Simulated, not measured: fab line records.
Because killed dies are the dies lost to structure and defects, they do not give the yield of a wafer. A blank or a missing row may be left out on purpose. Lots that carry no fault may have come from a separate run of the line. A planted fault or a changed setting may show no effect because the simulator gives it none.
Matching of chambers -- flow n5 finfet -- 4 sister chambers for N5_BEOL_M7_ETCH_65 on rie diel-05
The step etches SiARC in CF4, target depth 15.6 nm, time 26 s. 4 wafers are shown with their chamber, then 8 later ones without.

== WAFERS WITH THEIR CHAMBER ==
wafer,chamber,drypump motor current A (A)
L083.1,0,5.4
L083.3,2,5.8
L083.4,3,5.6
L084.2,1,5.2

== WAFERS WHOSE CHAMBER IS MISSING ==
wafer,drypump motor current A (A)
L084.4,5.6
L084.6,5.2
L088.2,5.6
L088.4,5.9
L088.5,5.6
L089.2,5.2
L089.3,5.3
L089.5,5.9

== WHICH CHAMBER EACH WENT THROUGH ==
wafer,from the rows above,in truth
L084.4,3,3
L084.6,1,1
L088.2,3,3
L088.4,2,2
L088.5,3,3
L089.2,1,1
L089.3,can't be placed: 1 or 0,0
L089.5,2,2
Correct placement for 7 of the 8. These rows do not allow placing 1 (true chamber among the candidates in 1). Number placed wrongly: 0.
How it was worked out, from the rows above alone: a wafer's distance from a chamber is the root of the sum, over the readings, of the square of ((its reading less the chamber's mean) divided by the reading's scatter). The wafer belongs to the nearest chamber; if the next one is less than 2 further off, it can't be placed. Each chamber's mean is taken over the wafers shown for it. The scatter (one wafer shown for each chamber): square how far every hidden wafer sits from the nearest shown wafer, average those squares and take the square root.
